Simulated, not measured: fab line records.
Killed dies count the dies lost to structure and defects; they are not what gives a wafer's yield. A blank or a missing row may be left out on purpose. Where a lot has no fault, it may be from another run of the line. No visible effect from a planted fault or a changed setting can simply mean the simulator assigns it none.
A struck lot beside a sound one + flow n5-finfet + 36 out of 1938 route steps
Sound: these wafers, L138.1, L138.3, L138.6. Wafers L127.2, L127.3, L127.6 were the ones struck. The cause comes at the end.
Each step with rows lists, per side, the tool, then ch with its chambers, then its first start. Under that, the readings that differ: sound wafers + struck wafers + difference of the means + sigmas: that difference in standard deviations of wafers without a fault.
alike: words and numbers the same on both sides, and readings whose means are apart by under 2 such deviations; not compared: readings that were withheld, readings missing a value for some wafer, numbers with overlapping values and no deviation given by the record, and bounds like >300 which may hide the same value.
A row with sigmas, a row that says differs or no value, or rows on one side alone: a step with any of these is where the two part. Numbers that have no deviation but don't overlap get no sigmas and don't part them. Lack of a reading on every wafer of one side parts them only where that side has two or more wafers.

first, 8 steps without rows for these wafers: N5_BEOL_M1_ECD_50 (material Cu, target thk 300 nm); N5_BEOL_M1_ANNEAL_51 (time 90 s); N5_BEOL_M1_CMP_52 (polishes, stops on SiOC, t overpolish 6.8 s, target thk 40 nm); N5_BEOL_M1_PRE_CLEAN_60 (time 15 s); N5_BEOL_M1_CO_CAP_55 (material Co, precursor CCTBA/H2, target thk 2 nm, time 102.1 s); N5_BEOL_M1_PRE_CLEAN_56 (time 15 s); N5_BEOL_M1_DEP_57 (deposits SiCN from 3MS/NH3, target thk 8 nm, time 14 s); N5_BEOL_M2_ILD_DEP_00 (deposits SiOC from DEMS/O2, target thk 79 nm, time 15.3 s).
N5_BEOL_M2_PECVD_72: deposits SiO2 from TEOS/O2, target thk 16 nm, time 18 s.
  sound on pecvd-04 ch 0,2, day 11 03:01; struck on pecvd-04 ch 1,2, day 8 13:16
  no value came back on the struck wafers for any of 5 readings (chamber-pressure-Torr (Torr), heater-power-outer-w (W) and others); on the sound wafers chamber-pressure-Torr (Torr) reads 5.506 5.504 5.502
then, 25 steps without rows for these wafers: N5_BEOL_M2_HM_DEP_02 (deposits TiN, target thk 20 nm); N5_BEOL_M2_COAT_61 (time 60 s, resist thk 60 nm); N5_BEOL_M2_COAT_62 (time 60 s, resist thk 12 nm); N5_BEOL_M2_COAT_73 (time 60 s, resist thk 5 nm); N5_BEOL_M2_COAT_05 (resist thk 30 nm); N5_BEOL_M2_EBR_07; N5_BEOL_M2_SOFTBAKE_06 (time 60 s); N5_BEOL_M2_EXPOSE_08 (exposes mask M2); N5_BEOL_M2_PEB_09 (peb time 60 s); N5_BEOL_M2_DEVELOP_10 (develop time 30 s); N5_BEOL_M2_DESCUM_16 (chemistry O2, time 7 s); N5_BEOL_M2_ETCH_74 (etches underlayer in N2/H2, target depth 6.5 nm, time 5.2 s); N5_BEOL_M2_ETCH_63 (etches SiARC in CF4, target depth 15.6 nm, time 26 s); N5_BEOL_M2_ETCH_64 (etches SOC in N2/H2, target depth 75 nm, overetch 22.5 nm, time 121.9 s); N5_BEOL_M2_STRIP_65 (strips in N2/H2); N5_BEOL_M2_STRIP_75 (strips in N2/H2); N5_BEOL_M2_STRIP_66 (strips in CF4); N5_BEOL_M2_HM_OPEN_17 (chemistry Cl2/BCl3, target TiN, target depth 20 nm, overetch 6 nm); N5_BEOL_M2_STRIP_19 (strips in O2); N5_BEOL_M2_COAT_67 (time 60 s, resist thk 60 nm); N5_BEOL_M2_COAT_68 (time 60 s, resist thk 12 nm); N5_BEOL_M2_COAT_76 (time 60 s, resist thk 5 nm); N5_BEOL_M2_COAT_22 (resist thk 30 nm); N5_BEOL_M2_EBR_24; N5_BEOL_M2_SOFTBAKE_23 (time 60 s).
N5_BEOL_M4_RC_MEAS_101:
  sound on prober-01 ch 0, day 12 08:06; struck on prober-01 ch 0, day 10 09:52
  no value came back on the struck wafers for any of 17 readings (CJ_P, DIBL_P (mV/V) and others); on the sound wafers CJ_P reads 5.0 5.7 5.3
  alike: DIBL_N, IOFF_N, ION_N, SS_N, VT_N
-- the record jumps here: 4 days lie between the struck wafers' starts before and after (it left off in module BEOL_M4 and takes up again in module PASSIVATION, whose first step shown is number 1936 of the route) --
N5_PASSIVATION_PROBE_49:
  sound on prober-01 at day 17 06:39; struck on prober-02 at day 14 15:53
| reading                  | sound          | struck            | difference | sigmas      |
|--------------------------|----------------|-------------------|------------|-------------|
| defect-limited-yield (%) | 92.5 91.0 90.2 | 62.6 63.3 62.4    | -28.5      | -20         |
| killed_at_M0_to_M3       | 38 31 32       | 393 380 387       | +353       | +36         |
| killed-dies              | 89 106 116     | 441 433 444       | +336       | +20         |
| killed-on-rim            | 9 6 15         | 49 22 55          | +32        | +8          |
| sort_bin_4_leakage (%)   | 0 0 0          | 62.63 63.31 62.37 | +62.77     | +99 or more |
| sort_bin_5_function (%)  | 4.6 5.7 5.6    | 34.2 32.5 34.4    | +28.4      | +28         |
| sort-n-pass              | 1091 1074 1064 | 0 0 0             | -1076      | -63         |
| sort-yield-pct (%)       | 92.5 91.0 90.2 | 0 0 0             | -91        | -65         |
  alike: killed_at_M4_up, killed-at-contacts, killed-at-front-end, killed-at-other, killed-open, killed-short, sort_bin_6_memory

== WHERE THEY PART ==
Earliest at N5_BEOL_M2_PECVD_72; latest, in this record, at N5_PASSIVATION_PROBE_49.

WHY: whatever the simulator had introduced
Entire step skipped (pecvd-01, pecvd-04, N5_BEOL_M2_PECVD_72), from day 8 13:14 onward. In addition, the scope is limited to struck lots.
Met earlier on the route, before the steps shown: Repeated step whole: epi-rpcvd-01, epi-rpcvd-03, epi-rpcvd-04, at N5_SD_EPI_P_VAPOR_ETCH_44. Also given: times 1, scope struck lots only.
